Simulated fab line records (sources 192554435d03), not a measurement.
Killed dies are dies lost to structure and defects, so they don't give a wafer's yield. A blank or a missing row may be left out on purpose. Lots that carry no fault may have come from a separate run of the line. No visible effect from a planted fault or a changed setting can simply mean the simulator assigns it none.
Chamber matching || flow n5Finfet || N5_MOL_CONTACT_COAG_CO_FILL_22 on cvdCo-01 has 3 sister chambers
The step material Co, precursor CCTBA/H2, target thk 20 nm. 14 wafers are shown with their chamber, then 6 later ones without.

== WAFERS PAIRED WITH THEIR CHAMBERS ==
{"wafer": "L704.1", "chamber": 0, "heaterPowerW (W)": 229, "chamberPressureTorr (Torr)": 30.01}
{"wafer": "L704.3", "chamber": 2, "heaterPowerW (W)": 192, "chamberPressureTorr (Torr)": 29.89}
{"wafer": "L704.6", "chamber": 1, "heaterPowerW (W)": 226, "chamberPressureTorr (Torr)": 30.06}
{"wafer": "L707.2", "chamber": 0, "heaterPowerW (W)": 226, "chamberPressureTorr (Torr)": 29.91}
{"wafer": "L707.3", "chamber": 2, "heaterPowerW (W)": 188, "chamberPressureTorr (Torr)": 29.95}
{"wafer": "L707.5", "chamber": 2, "heaterPowerW (W)": 185, "chamberPressureTorr (Torr)": 30.00}
{"wafer": "L713.1", "chamber": 1, "heaterPowerW (W)": 229, "chamberPressureTorr (Torr)": 30.09}
{"wafer": "L713.3", "chamber": 0, "heaterPowerW (W)": 237, "chamberPressureTorr (Torr)": 29.91}
{"wafer": "L721.1", "chamber": 1, "heaterPowerW (W)": 227, "chamberPressureTorr (Torr)": 29.97}
{"wafer": "L721.2", "chamber": 2, "heaterPowerW (W)": 191, "chamberPressureTorr (Torr)": 30.05}
{"wafer": "L721.6", "chamber": 2, "heaterPowerW (W)": 187, "chamberPressureTorr (Torr)": 29.95}
{"wafer": "L723.1", "chamber": 2, "heaterPowerW (W)": 184, "chamberPressureTorr (Torr)": 30.04}
{"wafer": "L723.5", "chamber": 1, "heaterPowerW (W)": 229, "chamberPressureTorr (Torr)": 29.99}
{"wafer": "L723.6", "chamber": 2, "heaterPowerW (W)": 194, "chamberPressureTorr (Torr)": 29.98}

SIGNATURES (averages over the wafers above)
{"reading": "heaterPowerW", "chamber 0": 230.67, "chamber 1": 227.75, "chamber 2": 188.71, "scatter within a chamber": 3.75}
{"reading": "chamberPressureTorr", "chamber 0": 29.9433, "chamber 1": 30.0275, "chamber 2": 29.9800, "scatter within a chamber": 0.0565}
Rule: a wafer's distance from a chamber is the root of the sum, over the readings, of the square of ((its reading less the chamber's mean) divided by the reading's scatter). If the next closest chamber is less than 2 further off than the closest, the wafer can't be placed; otherwise it belongs to the closest. The scatter is the square root of a quotient: the sum, over the shown wafers, of each reading's squared deviation from its chamber's mean, divided by wafers minus chambers.

== WAFERS WITHOUT THEIR CHAMBER ==
{"wafer": "L724.2", "heaterPowerW (W)": 233, "chamberPressureTorr (Torr)": 29.97}
{"wafer": "L724.3", "heaterPowerW (W)": 191, "chamberPressureTorr (Torr)": 29.94}
{"wafer": "L724.5", "heaterPowerW (W)": 229, "chamberPressureTorr (Torr)": 30.09}
{"wafer": "L726.2", "heaterPowerW (W)": 190, "chamberPressureTorr (Torr)": 30.02}
{"wafer": "L726.3", "heaterPowerW (W)": 229, "chamberPressureTorr (Torr)": 30.10}
{"wafer": "L726.6", "heaterPowerW (W)": 231, "chamberPressureTorr (Torr)": 29.97}

== WHICH CHAMBER EACH ONE RAN IN ==
{"wafer": "L724.2", "from the rows above": "can't be placed: 0 or 1", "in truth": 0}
{"wafer": "L724.3", "from the rows above": 2, "in truth": 2}
{"wafer": "L724.5", "from the rows above": "can't be placed: 1 or 0", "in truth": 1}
{"wafer": "L726.2", "from the rows above": 2, "in truth": 2}
{"wafer": "L726.3", "from the rows above": "can't be placed: 1 or 0", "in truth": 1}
{"wafer": "L726.6", "from the rows above": "can't be placed: 0 or 1", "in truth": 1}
2 of 6 placed correctly. Can't be placed from these rows: 4 (the true chamber is among the candidates in 4). 0 placed wrongly.
